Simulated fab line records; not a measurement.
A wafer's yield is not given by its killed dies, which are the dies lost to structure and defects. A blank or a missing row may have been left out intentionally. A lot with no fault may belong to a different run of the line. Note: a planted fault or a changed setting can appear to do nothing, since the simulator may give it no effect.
Which tool did it? -- flow n5_finfet -- 12 lots, 33 wafers sampled, at 4 steps of a route of 1938

== WHAT THE GAUGES SHOWED, per wafer ==
N5_BEOL_M5_OVL_MEAS_12. Usual: for M5_OVL the level is -0.1 nm and the standard deviation is 0.67.
lot,measured,on,M5_OVL (nm),flag
L384,day 8 16:30,overlay-01,-0.6 -0.5 0.3,
L383,day 8 19:49,overlay-01,-0.2 0.4 0.5,
L388,day 9 23:10,overlay-02,0.3 -1.1 -0.4,
L390,day 9 23:29,overlay-02,1.2 -0.4 -0.6,
L391,day 10 14:22,overlay-01,-0.6 -1.0 -0.7,
L397,day 12 00:59,overlay-01,0.3 -0.2 1.3,
L398,day 12 10:25,overlay-02,-0.4 -1.6 -1.3,
L399,day 13 19:56,overlay-01,0.5 -0.5,
L401,day 14 00:28,overlay-01,-0.5 -0.4,
L402,day 14 04:33,overlay-01,0.2 0.2 0.8,
L404,day 14 23:18,overlay-02,1.1 -0.1,
L403,day 14 23:28,overlay-02,0.2 -0.7 -1.2,

== WHAT TOOL EACH LOT RAN ON (gives the tool, then ch and the chambers of the sampled wafers, and finally the start) ==
lot,N5_BEOL_M4_SPUTTER_94,N5_BEOL_M4_CMP_52,N5_BEOL_M5_COAT_60
L384,"pvd_sputter-02, day 8 12:38","cmp-01 ch 1,2, day 8 13:20","litho_track-01 ch 0, day 8 16:12"
L383,"pvd_sputter-01, day 8 15:37","cmp-01 ch 0,1,2, day 8 16:25","litho_track-02 ch 0, day 8 19:22"
L388,"pvd_sputter-02, day 9 16:25","cmp-04 ch 1,3, day 9 17:08","litho_track-02 ch 0, day 9 22:44"
L390,"pvd_sputter-02, day 9 18:16","cmp-01 ch 0,2, day 9 19:02","litho_track-02 ch 0, day 9 22:53"
L391,"pvd_sputter-03, day 10 10:42","cmp-04 ch 1,2, day 10 11:27","litho_track-02 ch 0, day 10 14:03"
L397,"pvd_sputter-02, day 11 19:46","cmp-04 ch 0,2,3, day 11 20:28","litho_track-04 ch 0, day 12 00:35"
L398,"pvd_sputter-02, day 12 05:37","cmp-03 ch 0,2,3, day 12 06:20","litho_track-01 ch 0, day 12 09:59"
L399,"pvd_sputter-03, day 13 15:56","cmp-04 ch 0,1, day 13 16:40","litho_track-01 ch 0, day 13 19:28"
L401,"pvd_sputter-01, day 13 18:39","cmp-04 ch 1,2, day 13 19:26","litho_track-02 ch 0, day 14 00:10"
L402,"pvd_sputter-02, day 13 23:38","cmp-01 ch 1,3, day 14 00:21","litho_track-02 ch 0, day 14 04:08"
L404,"pvd_sputter-02, day 14 19:00","cmp-01 ch 1,2, day 14 19:46","litho_track-02 ch 0, day 14 22:53"
L403,"pvd_sputter-03, day 14 19:18","cmp-03 ch 1,2,3, day 14 20:35","litho_track-01 ch 0, day 14 22:58"
- N5_BEOL_M4_SPUTTER_94: material Cu, target thk 4.5 nm, time 8.29 s.
- N5_BEOL_M4_CMP_52: polishes, stops on SiOC, t overpolish 6.8 s, target thk 40 nm.
- N5_BEOL_M5_COAT_60: time 60 s, resist thk 12 nm.

== AS READ BY THE TOOLS THEMSELVES (means over the sampled wafers that have a number; for cases with no such wafer, the mark the record gives instead) ==
N5_BEOL_M4_SPUTTER_94. Usual: throttle_valve_pct 30.2 %, standard deviation 1.2.
lot,tool,throttle_valve_pct (%),flag
L384,pvd_sputter-02,29.2,
L383,pvd_sputter-01,30.7,
L388,pvd_sputter-02,28.9,
L390,pvd_sputter-02,29.0,
L391,pvd_sputter-03,30.9,
L397,pvd_sputter-02,29.0,
L398,pvd_sputter-02,28.9,
L399,pvd_sputter-03,30.3,
L401,pvd_sputter-01,31.3,
L402,pvd_sputter-02,29.3,
L404,pvd_sputter-02,28.8,
L403,pvd_sputter-03,31.1,

N5_BEOL_M4_CMP_52. Usual: barrier_field_endpoint_s 24.4 s, standard deviation 0.62; clearing_platen_rpm 50.002 rpm, standard deviation 0.025; motor_current_A 6.1 A, standard deviation 0.65; overpolish_run_s 6.800 s, standard deviation 0.0089; time_to_endpoint_s 61.0 s, standard deviation 2.6.
lot,tool,barrier_field_endpoint_s (s),clearing_platen_rpm (rpm),motor_current_A (A),overpolish_run_s (s),time_to_endpoint_s (s),flag
L384,cmp-01,24.7,49.983,5.7,6.796,64.9,
L383,cmp-01,23.7,49.999,5.5,6.792,62.3,
L388,cmp-04,24.1,49.990,6.5,6.798,57.5,
L390,cmp-01,24.5,50.029,5.1,6.802,61.5,
L391,cmp-04,23.8,49.995,6.8,6.792,59.9,
L397,cmp-04,24.0,50.001,6.3,6.803,58.6,
L398,cmp-03,24.8,50.019,5.8,6.800,60.4,
L399,cmp-04,24.8,49.996,6.1,6.796,63.0,
L401,cmp-04,23.8,50.019,6.8,6.803,55.7,
L402,cmp-01,25.9,50.004,6.2,6.799,66.0,
L404,cmp-01,24.1,49.995,5.6,6.803,62.1,
L403,cmp-03,24.1,50.008,6.2,6.801,61.5,

N5_BEOL_M5_COAT_60. Usual: spin_speed_rpm 1500.1 rpm, standard deviation 0.97.
lot,tool,spin_speed_rpm (rpm),flag
L384,litho_track-01,1500.3,
L383,litho_track-02,1499.9,
L388,litho_track-02,1500.2,
L390,litho_track-02,1555.0,OFF
L391,litho_track-02,1557.3,OFF
L397,litho_track-04,1500.1,
L398,litho_track-01,1500.2,
L399,litho_track-01,1499.7,
L401,litho_track-02,1500.3,
L402,litho_track-02,1499.3,
L404,litho_track-02,1499.4,
L403,litho_track-01,1499.8,

== THE ANSWER, worked out from the rows above alone ==
Rule: a lot counts as off when the mean over its wafers that have a number is more than 3 standard deviations away from the usual mean. A lot without any number at a reading at which 4 lots or more have one is off too. The other lots that the step has rows for count as sound. The gauges are gone through in route order, then the tools' own readings, and for those a lot's mean is taken as printed above. At the first step where some lot is off, the reading lying furthest off is the one used; lots without a number count as furthest.
Off at N5_BEOL_M5_COAT_60 (spin_speed_rpm): L390, L391.
A tool fits if, at that step or a process step before it, it ran every lot that is off, and no sound lot after the first of them. No candidate that was tried fits.

== WHAT HAD BEEN PUT IN BY THE SIMULATOR ==
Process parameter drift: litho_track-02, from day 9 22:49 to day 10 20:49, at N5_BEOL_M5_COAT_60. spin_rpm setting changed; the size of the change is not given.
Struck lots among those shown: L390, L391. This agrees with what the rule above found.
